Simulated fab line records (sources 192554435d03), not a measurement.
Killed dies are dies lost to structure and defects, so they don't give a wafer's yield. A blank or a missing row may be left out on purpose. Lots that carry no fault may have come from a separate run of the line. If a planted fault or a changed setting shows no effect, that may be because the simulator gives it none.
fab line records -- flow n5_finfet
[record] lots = 7, wafers = 21
route steps=1938 shown SD_EPI_N@269 SD_ACTIVATION@330 SDB@350 HKMG_FIN@429
start_h: hours from the record's first day to the start of the lot's first wafer shown -- wait_h: hours elapsed since this lot's preceding step -- " unchanged from the row above -- L1.1+2: several wafers, shown together as one row -- - value missing, or start not given -- * or withheld: withheld -- < > ~ a bound
route shown NAME@n: names a module that has steps shown in the file, with the first one's number in the route -- usual: mean/standard deviation taken from wafers without a fault -- same: alike in all rows -- chamber/n: place in a boat -- sites: readings site by site -- _std_site: the values' standard deviation -- _edge_site: mean of outer sites minus mean of inner sites -- radius_mm: for every site, how far away it sits from the centre of the wafer -- mask NAME#n: copy n -- behind: the tool/chamber that last shaped the wafer -- hold: reason for holding the lot/hours on hold/outcome of the hold -- device: the transistor (n, p or np) that didn't switch -- end of line: at the end of the route, the tests of the same wafers -- a step without rows: its recipe alone -- killed: dies that structure and defects cost at the first sort, which is not the same as the wafer's yield -- map: a wafer's dies, x killed, . not, _ none there
set.NAME: the setting the step ran with; set.NAME@STEP: the setting that earlier step ran with -- model.NAME: the simulator's own value behind a step, which no gauge read
lots where settings were altered on purpose, with a table for each step and a row for each wafer
[[steps]]
[step N5_SD_EPI_N_DEVELOP_08]
[recipe] develop_time_s = 30, developer = TMAH, resist = CAR-ArF-block, dev_temp_c = 23, rinse_liquid = diw, dry = air_spin
lot.wafer,tool,chamber,start_h,wait_h,set.develop_time_s
L079.1,litho_track-04,0,-,-,28.15
L079.2+5,litho_track-04,0,-,-,30
L081.2+3+6,litho_track-04,0,-,-,30
L083.4+5+6,litho_track-02,0,-,-,30
L089.1+4,litho_track-02,0,-,-,30
L089.6,litho_track-02,0,-,-,27.84
L091.1+3+4,litho_track-03,0,-,-,30
L094.1+6,litho_track-04,0,-,-,30
L094.4,litho_track-04,0,-,-,31.83
L095.1+3,litho_track-03,0,-,-,26.66
L095.6,litho_track-03,0,-,-,30
[step N5_SD_EPI_N_CD_MEAS_09]
[recipe] target_cd_nm = 120, landing_energy_ev = 500, detector = se_inlens
[usual] cd_nm = 119.9/0.56
lot.wafer,tool,chamber,start_h,wait_h,set.peb_temp_c@SD_EPI_N_PEB_07,cd_nm
L079.1,cd_sem-03,0,81.00,-,110,119.8
L079.2,cd_sem-03,0,81.00,-,110,120.0
L079.5,cd_sem-03,0,81.00,-,108.6,116.5
L081.2,cd_sem-02,0,96.04,-,110,119.8
L081.3,cd_sem-02,0,96.04,-,110,119.7
L081.6,cd_sem-02,0,96.04,-,110,118.7
L083.4,cd_sem-03,0,103.78,-,106.9,112.2
L083.5,cd_sem-03,0,103.78,-,106.9,111.5
L083.6,cd_sem-03,0,103.78,-,106.9,111.9
L089.1,cd_sem-03,0,143.16,-,107.1,111.2
L089.4,cd_sem-03,0,143.16,-,110,118.7
L089.6,cd_sem-03,0,143.16,-,110,118.8
L091.1,cd_sem-02,0,152.37,-,111.6,123.6
L091.3,cd_sem-02,0,152.37,-,110,119.1
L091.4,cd_sem-02,0,152.37,-,111.6,123.5
L094.1,cd_sem-02,0,168.21,-,110,119.6
L094.4,cd_sem-02,0,168.21,-,110,120.1
L094.6,cd_sem-02,0,168.21,-,110,119.8
L095.1,cd_sem-02,0,175.00,-,113.2,127.0
L095.3,cd_sem-02,0,175.00,-,110,118.3
L095.6,cd_sem-02,0,175.00,-,113.2,127.8
[step N5_SD_EPI_N_DESCUM_14]
[recipe] chemistry = O2, time_s = 7.9, source_power_w = 50, bias_power_w = 20, pressure_mtorr = 20, rf_frequency_hz = 2.712e+07, temp_c = 40, resist = CAR-ArF-block, o2_flow_sccm = 225
lot.wafer,tool,chamber,start_h,wait_h,set.peb_temp_c@SD_EPI_N_PEB_07,model.SD_EPI_N.cd_nm
L079.1,rie_diel-01,0,81.12,0.0,110,119.6
L079.2,rie_diel-01,1,81.12,0.0,110,120
L079.5,rie_diel-01,0,81.12,0.0,108.6,116.2
L081.2,rie_diel-05,3,96.30,0.2,110,119.8
L081.3,rie_diel-05,2,96.30,0.2,110,119.6
L081.6,rie_diel-05,0,96.30,0.2,110,118.6
L083.4+6,rie_diel-04,"1,0",104.02,0.2,106.9,112
L083.5,rie_diel-04,1,104.02,0.2,106.9,111.6
L089.1,rie_diel-05,1,143.84,0.6,107.1,111.6
L089.4,rie_diel-05,3,143.84,0.6,110,118.8
L089.6,rie_diel-05,0,143.84,0.6,110,119
L091.1,rie_diel-05,2,152.64,0.2,111.6,123.6
L091.3,rie_diel-05,0,152.64,0.2,110,119
L091.4,rie_diel-05,1,152.64,0.2,111.6,123.2
L094.1,rie_diel-05,2,168.30,0.0,110,119.6
L094.4,rie_diel-05,2,168.30,0.0,110,120
L094.6,rie_diel-05,3,168.30,0.0,110,119.8
L095.1,rie_diel-04,0,175.75,0.7,113.2,127
L095.3,rie_diel-04,1,175.75,0.7,110,118.4
L095.6,rie_diel-04,1,175.75,0.7,113.2,128
[step N5_SD_EPI_N_ETCH_34]
[recipe] chemistry = CF4, target = SiARC, target_depth_a = 455, mask_material = CAR-ArF-block, time_s = 75.8, ion_energy_ev = 80, pressure_mtorr = 40, source_w = 545, bias_w = 36, Ar_flow_sccm = 100, cf4_flow_sccm = 100, ends = cleared
lot.wafer,tool,chamber,start_h,wait_h,set.peb_temp_c@SD_EPI_N_PEB_07,model.SD_EPI_N.cd_nm
L079.1,rie_diel-01,0,81.15,0.0,110,119.6
L079.2,rie_diel-01,1,81.15,0.0,110,120
L079.5,rie_diel-01,0,81.15,0.0,108.6,116.2
L081.2,rie_diel-05,3,96.34,0.0,110,119.6
L081.3,rie_diel-05,2,96.34,0.0,110,119.4
L081.6,rie_diel-05,0,96.34,0.0,110,118.6
L083.4,rie_diel-04,1,104.06,0.0,106.9,112.2
L083.5,rie_diel-04,1,104.06,0.0,106.9,111.6
L083.6,rie_diel-04,0,104.06,0.0,106.9,112
L089.1,rie_diel-05,1,143.88,0.0,107.1,112.2
L089.4,rie_diel-05,3,143.88,0.0,110,119
L089.6,rie_diel-05,0,143.88,0.0,110,119.2
L091.1,rie_diel-05,2,152.68,0.0,111.6,123.6
L091.3,rie_diel-05,0,152.68,0.0,110,119
L091.4,rie_diel-05,1,152.68,0.0,111.6,123.4
L094.1,rie_diel-05,2,168.33,0.0,110,119.4
L094.4+6,rie_diel-05,"2,3",168.33,0.0,110,120
L095.1,rie_diel-04,0,175.79,0.0,113.2,127
L095.3,rie_diel-04,1,175.79,0.0,110,118.4
L095.6,rie_diel-04,1,175.79,0.0,113.2,128.2
[step N5_SD_EPI_N_ETCH_35]
[recipe] chemistry = N2/H2, target = SOC, overetch_a = 1080, mask_material = SiARC, temp_c = 40, ion_energy_ev = 100, source_w = 3000, bias_w = 133, pressure_mtorr = 20, time_s = 486, n2_flow_sccm = 200, h2_flow_sccm = 200
lot.wafer,tool,chamber,start_h,wait_h,set.peb_temp_c@SD_EPI_N_PEB_07,model.SD_EPI_N.cd_nm
L079.1,rie_diel-01,0,81.21,0.0,110,120
L079.2,rie_diel-01,1,81.21,0.0,110,120.8
L079.5,rie_diel-01,0,81.21,0.0,108.6,116.2
L081.2+3,rie_diel-05,"3,2",96.39,0.0,110,120
L081.6,rie_diel-05,0,96.39,0.0,110,118
L083.4,rie_diel-04,1,104.11,0.0,106.9,112.6
L083.5,rie_diel-04,1,104.11,0.0,106.9,111.6
L083.6,rie_diel-04,0,104.11,0.0,106.9,111
L089.1,rie_diel-05,1,143.93,0.0,107.1,111.2
L089.4,rie_diel-05,3,143.93,0.0,110,119.8
L089.6,rie_diel-05,0,143.93,0.0,110,118.8
L091.1,rie_diel-05,2,152.74,0.0,111.6,123.8
L091.3,rie_diel-05,0,152.74,0.0,110,119.4
L091.4,rie_diel-05,1,152.74,0.0,111.6,123.4
L094.1,rie_diel-05,2,168.39,0.0,110,120.2
L094.4+6,rie_diel-05,"2,3",168.39,0.0,110,120.8
L095.1,rie_diel-04,0,175.84,0.0,113.2,127.2
L095.3,rie_diel-04,1,175.84,0.0,110,118.6
L095.6,rie_diel-04,1,175.84,0.0,113.2,128.8
[step N5_SD_EPI_N_STRIP_36]
[recipe] chemistry = N2/H2, temp_c = 40, n2_flow_sccm = 200, h2_flow_sccm = 200, rf_frequency_hz = 6e+07
[step N5_SD_EPI_N_ETCHBACK_44]
[recipe] chemistry = CH3F/O2, mode = anisotropic_etchback, target = SiNx, target_depth_a = 145, stop_on = SiO2, over_etch_frac = 0.3, ion_energy_ev = 120, pressure_mtorr = 30, source_w = 395, bias_w = 73, Ar_flow_sccm = 150, CH3F_flow_sccm = 30, O2_flow_sccm = 20
lot.wafer,tool,chamber,start_h,wait_h,set.peb_temp_c@SD_EPI_N_PEB_07,model.SD_EPI_N.cd_nm
L079.1,rie_diel-01,0,81.53,0.0,110,120
L079.2,rie_diel-01,1,81.53,0.0,110,120.8
L079.5,rie_diel-01,0,81.53,0.0,108.6,116.2
L081.2+3,rie_diel-05,"3,2",96.72,0.0,110,120
L081.6,rie_diel-05,0,96.72,0.0,110,118.2
L083.4,rie_diel-04,1,104.44,0.0,106.9,112.6
L083.5,rie_diel-04,1,104.44,0.0,106.9,111.4
L083.6,rie_diel-04,0,104.44,0.0,106.9,111.2
L089.1,rie_diel-05,1,144.26,0.0,107.1,111
L089.4,rie_diel-05,3,144.26,0.0,110,119.8
L089.6,rie_diel-05,0,144.26,0.0,110,119
L091.1,rie_diel-05,2,153.06,0.0,111.6,123.8
L091.3,rie_diel-05,0,153.06,0.0,110,119.6
L091.4,rie_diel-05,1,153.06,0.0,111.6,123.4
L094.1,rie_diel-05,2,168.71,0.0,110,120.2
L094.4,rie_diel-05,2,168.71,0.0,110,120.6
L094.6,rie_diel-05,3,168.71,0.0,110,120.8
L095.1,rie_diel-04,0,176.17,0.0,113.2,127.2
L095.3,rie_diel-04,1,176.17,0.0,110,118.6
L095.6,rie_diel-04,1,176.17,0.0,113.2,128.8
[step N5_SD_EPI_N_EPI_21]
[recipe] material = Si:P, dopant = P, temp_c = 680, pressure_torr = 255, time_s = 690
lot.wafer,tool,chamber,start_h,wait_h,set.time_s,model.Si-P_of_SD_EPI_N_EPI_21.thk_nm
L079.1,epi_rpcvd-03,0,82.97,0.2,690,59.2
L079.2,epi_rpcvd-03,0,82.97,0.2,690,58.2
L079.5,epi_rpcvd-03,0,84.46,1.5,690,59.4
L081.2,epi_rpcvd-04,0,98.25,0.4,690,59.2
L081.3+6,epi_rpcvd-04,0,98.25,0.4,690,59.4
L083.4,epi_rpcvd-04,0,106.53,0.9,690,59.8
L083.5,epi_rpcvd-04,0,106.53,0.9,776.2,64
L083.6,epi_rpcvd-04,0,106.53,0.9,690,59.4
L089.1+6,epi_rpcvd-03,0,145.53,0.1,808,65.4
L089.4,epi_rpcvd-03,0,145.53,0.1,690,59
L091.1,epi_rpcvd-03,0,154.32,0.1,690,58.8
L091.3,epi_rpcvd-03,0,154.32,0.1,637.9,56
L091.4,epi_rpcvd-03,0,154.32,0.1,690,58.4
L094.1,epi_rpcvd-02,0,169.97,0.1,690,59.4
L094.4,epi_rpcvd-02,0,169.97,0.1,690,59.2
L094.6,epi_rpcvd-02,0,169.97,0.1,690,59.6
L095.1,epi_rpcvd-02,0,177.48,0.1,690,59.6
L095.3,epi_rpcvd-02,0,177.48,0.1,793.2,66.4
L095.6,epi_rpcvd-02,0,177.48,0.1,793.2,65.6
[step N5_SD_EPI_N_PRECLEAN_24]
[recipe] chemistry = O3/DIW, time_s = 60, temp_c = 22, o3_ppm = 10
[step N5_SD_ACTIVATION_RTA_00]
[recipe] temp_c = 975, time_s = 0, ambient = N2, idle_temp_c = 600, ramp_up_c_per_s = 150, ramp_down_c_per_s = 60, cool_to_c = 600
[step N5_SD_ACTIVATION_LSA_01]
[recipe] temp_c = 1080, time_s = 0.0008, ambient = N2
[step N5_SD_ACTIVATION_RS_MEAS_03]
[recipe] thk_meas_gauge = four-point-probe
[usual] RS_SD_N = 21.94/0.27, RS_SD_P = 56.0/0.7
lot.wafer,tool,chamber,start_h,wait_h,set.time_s@SD_EPI_N_EPI_21,RS_SD_N[ohm/sq],RS_SD_P[ohm/sq]
L079.1,film_metro-01,-,91.76,0.2,690,21.69,56.3
L079.2,film_metro-01,-,91.76,0.2,690,22.01,56.3
L079.5,film_metro-01,-,91.76,0.2,690,21.88,56.0
L081.2,film_metro-02,-,105.80,0.2,690,21.81,56.8
L081.3,film_metro-02,-,105.80,0.2,690,21.83,55.9
L081.6,film_metro-02,-,105.80,0.2,690,21.60,55.7
L083.4,film_metro-02,-,112.86,0.1,690,21.66,55.1
L083.5,film_metro-02,-,112.86,0.1,776.2,20.17,55.6
L083.6,film_metro-02,-,112.86,0.1,690,21.79,56.0
L089.1,film_metro-02,-,152.54,0.2,808,19.58,55.6
L089.4,film_metro-02,-,152.54,0.2,690,21.84,55.6
L089.6,film_metro-02,-,152.54,0.2,808,19.76,55.9
L091.1,film_metro-01,-,161.31,0.2,690,22.22,55.9
L091.3,film_metro-01,-,161.31,0.2,637.9,23.14,56.1
L091.4,film_metro-01,-,161.31,0.2,690,22.08,56.5
L094.1,film_metro-02,-,176.95,0.2,690,21.95,55.6
L094.4,film_metro-02,-,176.95,0.2,690,21.94,55.8
L094.6,film_metro-02,-,176.95,0.2,690,21.76,55.5
L095.1,film_metro-02,-,185.38,0.2,690,21.80,57.8
L095.3,film_metro-02,-,185.38,0.2,793.2,19.55,57.5
L095.6,film_metro-02,-,185.38,0.2,793.2,19.84,56.4
[step N5_SDB_COAT_05]
[recipe] resist = CAR-ArF, spin_rpm = 1500, resist_thk_nm = 90
lot.wafer,tool,chamber,start_h,wait_h,set.spin_rpm,model.CAR-ArF_of_SDB_COAT_05.thk_nm
L079.1+5,litho_track-01,0,-,-,1500,89.8
L079.2,litho_track-01,0,-,-,1401,93
L081.2+6,litho_track-04,0,-,-,1500,90.2
L081.3,litho_track-04,0,-,-,1500,90.4
L083.4,litho_track-04,0,-,-,1500,90.2
L083.5,litho_track-04,0,-,-,1500,90
L083.6,litho_track-04,0,-,-,1334,95.6
L089.1,litho_track-01,0,-,-,1361,94.2
L089.4,litho_track-01,0,-,-,1500,90
L089.6,litho_track-01,0,-,-,1500,89.8
L091.1,litho_track-01,0,-,-,1500,90.2
L091.3,litho_track-01,0,-,-,1599,87.2
L091.4,litho_track-01,0,-,-,1599,87
L094.1+6,litho_track-01,0,-,-,1500,90.4
L094.4,litho_track-01,0,-,-,1376,94.2
L095.1,litho_track-03,0,-,-,1430,92.4
L095.3,litho_track-03,0,-,-,1500,90.2
L095.6,litho_track-03,0,-,-,1430,92.6
[step N5_SDB_EBR_07]
[recipe] solvent = PGMEA, ebr_width_mm = 1.5
[step N5_SDB_SOFTBAKE_06]
[recipe] temp_c = 110, time_s = 60, resist = CAR-ArF
[step N5_SDB_EXPOSE_08]
[recipe] mask_id = SDB, na = 1.35, source_shape = conventional, sigma_outer = 0.5, polarization = unpolarized, dose_mj = 49.6
[step N5_SDB_PEB_09]
[recipe] peb_temp_c = withheld, peb_time_s = 60, resist = CAR-ArF
[step N5_SDB_DEVELOP_10]
[recipe] develop_time_s = 30, developer = TMAH, resist = CAR-ArF, rinse_liquid = diw, dry = air_spin, dev_temp_c = 23
lot.wafer,tool,chamber,start_h,wait_h,set.spin_rpm@SDB_COAT_05,model.CAR-ArF_of_SDB_COAT_05.thk_nm
L079.1+5,litho_track-03,0,-,-,1500,88.2
L079.2,litho_track-03,0,-,-,1401,91.2
L081.2+3,litho_track-01,0,-,-,1500,88.6
L081.6,litho_track-01,0,-,-,1500,88.4
L083.4+5,litho_track-01,0,-,-,1500,88.4
L083.6,litho_track-01,0,-,-,1334,93.8
L089.1,litho_track-01,0,-,-,1361,92.4
L089.4,litho_track-01,0,-,-,1500,88.4
L089.6,litho_track-01,0,-,-,1500,88.2
L091.1,litho_track-01,0,-,-,1500,88.4
L091.3,litho_track-01,0,-,-,1599,85.6
L091.4,litho_track-01,0,-,-,1599,85.2
L094.1+6,litho_track-03,0,-,-,1500,88.6
L094.4,litho_track-03,0,-,-,1376,92.6
L095.1,litho_track-01,0,-,-,1430,90.6
L095.3,litho_track-01,0,-,-,1500,88.6
L095.6,litho_track-01,0,-,-,1430,90.8
[step N5_SDB_DESCUM_16]
[recipe] chemistry = O2, time_s = 7.9, source_power_w = 50, bias_power_w = 20, pressure_mtorr = 20, rf_frequency_hz = 2.712e+07, temp_c = 40, resist = CAR-ArF, o2_flow_sccm = 225
lot.wafer,tool,chamber,start_h,wait_h,set.spin_rpm@SDB_COAT_05,model.CAR-ArF_of_SDB_COAT_05.thk_nm
L079.1+5,rie_diel-05,"1,3",99.29,0.2,1500,83.4
L079.2,rie_diel-05,0,99.29,0.2,1401,86.4
L081.2+3,rie_diel-05,"3,0",114.75,1.8,1500,83.8
L081.6,rie_diel-05,2,114.75,1.8,1500,83.6
L083.4+5,rie_diel-01,2,120.14,0.3,1500,83.6
L083.6,rie_diel-01,1,120.14,0.3,1334,89
L089.1,rie_diel-04,1,159.93,0.0,1361,87.6
L089.4,rie_diel-04,2,159.93,0.0,1500,83.6
L089.6,rie_diel-04,0,159.93,0.0,1500,83.4
L091.1,rie_diel-04,0,168.69,0.3,1500,83.6
L091.3,rie_diel-04,3,168.69,0.3,1599,80.8
L091.4,rie_diel-04,3,168.69,0.3,1599,80.4
L094.1+6,rie_diel-04,"1,3",185.01,0.4,1500,83.8
L094.4,rie_diel-04,1,185.01,0.4,1376,87.6
L095.1,rie_diel-04,3,193.41,0.4,1430,85.8
L095.3,rie_diel-04,0,193.41,0.4,1500,83.8
L095.6,rie_diel-04,1,193.41,0.4,1430,86
[step N5_SDB_ETCH_18]
[recipe] chemistry = N2/H2, target = SOC, target_depth_a = 1000, overetch_a = 200, mask_material = SiARC, temp_c = 40, time_s = 150, ion_energy_ev = 200, pressure_mtorr = 30, source_w = 840, bias_w = 150, n2_flow_sccm = 200, h2_flow_sccm = 200
lot.wafer,tool,chamber,start_h,wait_h,set.time_s,model.SiARC_of_SDB_COAT_04.thk_nm
L079.1+5,rie_diel-05,"1,3",99.36,0.0,150,12.8
L079.2,rie_diel-05,0,99.36,0.0,150,13
L081.2+3+6,rie_diel-05,"3,0,2",114.82,0.0,150,12.8
L083.4+5,rie_diel-01,2,120.21,0.0,150,12.8
L083.6,rie_diel-01,1,120.21,0.0,168.4,12
L089.1,rie_diel-04,1,160.00,0.0,150,12.6
L089.4+6,rie_diel-04,"2,0",160.00,0.0,150,12.8
L091.1+3,rie_diel-04,"0,3",168.76,0.0,179.3,12
L091.4,rie_diel-04,3,168.76,0.0,179.3,11.8
L094.1,rie_diel-04,1,185.08,0.0,182.5,11.6
L094.4+6,rie_diel-04,"1,3",185.08,0.0,150,12.8
L095.1,rie_diel-04,3,193.48,0.0,150,13
L095.3,rie_diel-04,0,193.48,0.0,118.8,14
L095.6,rie_diel-04,1,193.48,0.0,150,12.6
[step N5_HKMG_FIN_DEVELOP_11]
[recipe] develop_time_s = 30, developer = TMAH, resist = CAR-ArF, dev_temp_c = 23, rinse_liquid = diw, dry = air_spin
lot.wafer,tool,chamber,start_h,wait_h,set.develop_time_s
L079.1,litho_track-02,0,-,-,30
L079.2+5,litho_track-02,0,-,-,32.89
L081.2+3+6,litho_track-04,0,-,-,30
L083.4,litho_track-05,0,-,-,32.61
L083.5+6,litho_track-05,0,-,-,30
L089.1,litho_track-05,0,-,-,30
L089.4+6,litho_track-05,0,-,-,23.53
L091.1+3+4,litho_track-02,0,-,-,30
L094.1+6,litho_track-02,0,-,-,30
L094.4,litho_track-02,0,-,-,33.95
L095.1+3+6,litho_track-04,0,-,-,30
[step N5_HKMG_FIN_CD_MEAS_12]
[recipe] target_cd_nm = 92.8, landing_energy_ev = 500, detector = se_inlens
[usual] cd_nm = 93.0/0.53
lot.wafer,tool,chamber,start_h,wait_h,set.develop_time_s@HKMG_FIN_DEVELOP_11,cd_nm
L079.1,cd_sem-02,0,108.60,-,30,92.5
L079.2,cd_sem-02,0,108.60,-,32.89,93.4
L079.5,cd_sem-02,0,108.60,-,32.89,93.1
L081.2,cd_sem-03,0,124.81,-,30,94.0
L081.3,cd_sem-03,0,124.81,-,30,93.8
L081.6,cd_sem-03,0,124.81,-,30,93.9
L083.4,cd_sem-03,0,129.17,-,32.61,93.9
L083.5,cd_sem-03,0,129.17,-,30,93.7
L083.6,cd_sem-03,0,129.17,-,30,93.0
L089.1,cd_sem-03,0,168.71,-,30,93.9
L089.4,cd_sem-03,0,168.71,-,23.53,91.8
L089.6,cd_sem-03,0,168.71,-,23.53,91.4
L091.1,cd_sem-01,0,178.60,-,30,92.6
L091.3,cd_sem-01,0,178.60,-,30,93.3
L091.4,cd_sem-01,0,178.60,-,30,92.7
L094.1,cd_sem-02,0,195.93,-,30,92.0
L094.4,cd_sem-02,0,195.93,-,33.95,92.9
L094.6,cd_sem-02,0,195.93,-,30,92.4
L095.1,cd_sem-03,0,202.50,-,30,93.1
L095.3,cd_sem-03,0,202.50,-,30,92.8
L095.6,cd_sem-03,0,202.50,-,30,93.2
[step N5_HKMG_FIN_ETCH_35]
[recipe] chemistry = N2/H2, target = SOC, target_depth_a = 2158, ion_energy_ev = 65, bias_w = 5, source_w = 3000, time_s = 243.4, pressure_mtorr = 30, n2_flow_sccm = 200, h2_flow_sccm = 200
[usual] rf_vpp_V = 141.7/1
lot.wafer,tool,chamber,start_h,wait_h,set.source_w,rf_vpp_V,model.HKMG_FIN.feature_depth_nm,model.etch.depth_nm,model.SOC_of_HKMG_FIN_COAT_29.thk_nm
L079.1,rie_diel-04,0,109.08,0.0,3000,141.5,214.2,214.2,86.4
L079.2,rie_diel-04,2,109.08,0.0,3000,141.0,213.2,213.1,87
L079.5,rie_diel-04,0,109.08,0.0,3000,140.4,213,212.9,87.6
L081.2,rie_diel-01,0,125.19,0.0,3000,142.4,213.6,213.7,86.6
L081.3,rie_diel-01,1,125.19,0.0,3000,142.5,214.8,214.8,84.4
L081.6,rie_diel-01,1,125.19,0.0,3000,141.4,214.8,214.9,84.2
L083.4,rie_diel-04,0,129.63,0.0,3000,140.4,214,214.1,84
L083.5,rie_diel-04,2,129.63,0.0,2654,149.6,193.8,193.7,104.6
L083.6,rie_diel-04,1,129.63,0.0,3000,140.8,216.8,216.9,81.6
L089.1,rie_diel-04,2,169.64,0.0,3000,143.2,214.4,214.3,85.2
L089.4,rie_diel-04,2,169.64,0.0,2513,151.8,184.8,184.9,115.2
L089.6,rie_diel-04,0,169.64,0.0,3000,139.9,213,212.9,87.2
L091.1,rie_diel-04,3,178.99,0.0,2580,150.9,188,188.1,112
L091.3,rie_diel-04,1,178.99,0.0,2580,149.2,191.6,191.6,108.6
L091.4,rie_diel-04,0,178.99,0.0,3000,141.2,212.6,212.6,87.4
L094.1,rie_diel-05,2,196.67,0.0,3000,142.3,211.8,211.7,89
L094.4,rie_diel-05,1,196.67,0.0,2800,145.1,202,202.1,99
L094.6,rie_diel-05,1,196.67,0.0,2800,144.8,202.6,202.7,98.2
L095.1,rie_diel-05,3,202.93,0.0,3000,142.4,213,213,88.2
L095.3,rie_diel-05,0,202.93,0.0,2505,150.4,182,181.9,118.2
L095.6,rie_diel-05,0,202.93,0.0,2505,148.9,180.6,180.6,120.2
[[key]]
[split] step = N5_SD_EPI_N_DEVELOP_08, setting = develop_time_s, stated = 30, by = wafer
response none clear
[split] step = N5_SD_EPI_N_EPI_21, setting = time_s, stated = 690, by = wafer
[response] step = N5_SD_EPI_N_EPI_21, reading = model.Si-P_of_SD_EPI_N_EPI_21.thk_nm, change = +0.384, per = 1%, r = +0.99
[response] step = N5_SD_ACTIVATION_RS_MEAS_03, reading = RS_SD_N, change = -0.131, per = 1%, r = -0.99
[split] step = N5_SDB_COAT_05, setting = spin_rpm, stated = 1500, by = wafer
[response] step = N5_SDB_COAT_05, reading = model.CAR-ArF_of_SDB_COAT_05.thk_nm, change = -0.478, per = 1%, r = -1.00
[response] step = N5_SDB_DEVELOP_10, reading = model.CAR-ArF_of_SDB_COAT_05.thk_nm, change = -0.467, per = 1%, r = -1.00
[response] step = N5_SDB_DESCUM_16, reading = model.CAR-ArF_of_SDB_COAT_05.thk_nm, change = -0.463, per = 1%, r = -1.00
[split] step = N5_SDB_ETCH_18, setting = time_s, stated = 150, by = wafer
[response] step = N5_SDB_ETCH_18, reading = model.SiARC_of_SDB_COAT_04.thk_nm, change = -0.0577, per = 1%, r = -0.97
[split] step = N5_HKMG_FIN_DEVELOP_11, setting = develop_time_s, stated = 30, by = wafer
[response] step = N5_HKMG_FIN_CD_MEAS_12, reading = cd_nm, change = +0.0872, per = 1%, r = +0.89
[split] step = N5_HKMG_FIN_ETCH_35, setting = source_w, stated = 3000, by = wafer
[response] step = N5_HKMG_FIN_ETCH_35, reading = rf_vpp_V, change = -0.586, per = 1%, r = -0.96
[response] step = N5_HKMG_FIN_ETCH_35, reading = model.HKMG_FIN.feature_depth_nm, change = +1.79, per = 1%, r = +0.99
[response] step = N5_HKMG_FIN_ETCH_35, reading = model.etch.depth_nm, change = +1.78, per = 1%, r = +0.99
[response] step = N5_HKMG_FIN_ETCH_35, reading = model.SOC_of_HKMG_FIN_COAT_29.thk_nm, change = -1.78, per = 1%, r = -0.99
split outside_this_file step=N5_SD_EPI_N_PEB_07 setting=peb_temp_c
// split outside_this_file: this setting was split too, and the file shows its column; the key of that split is in another file
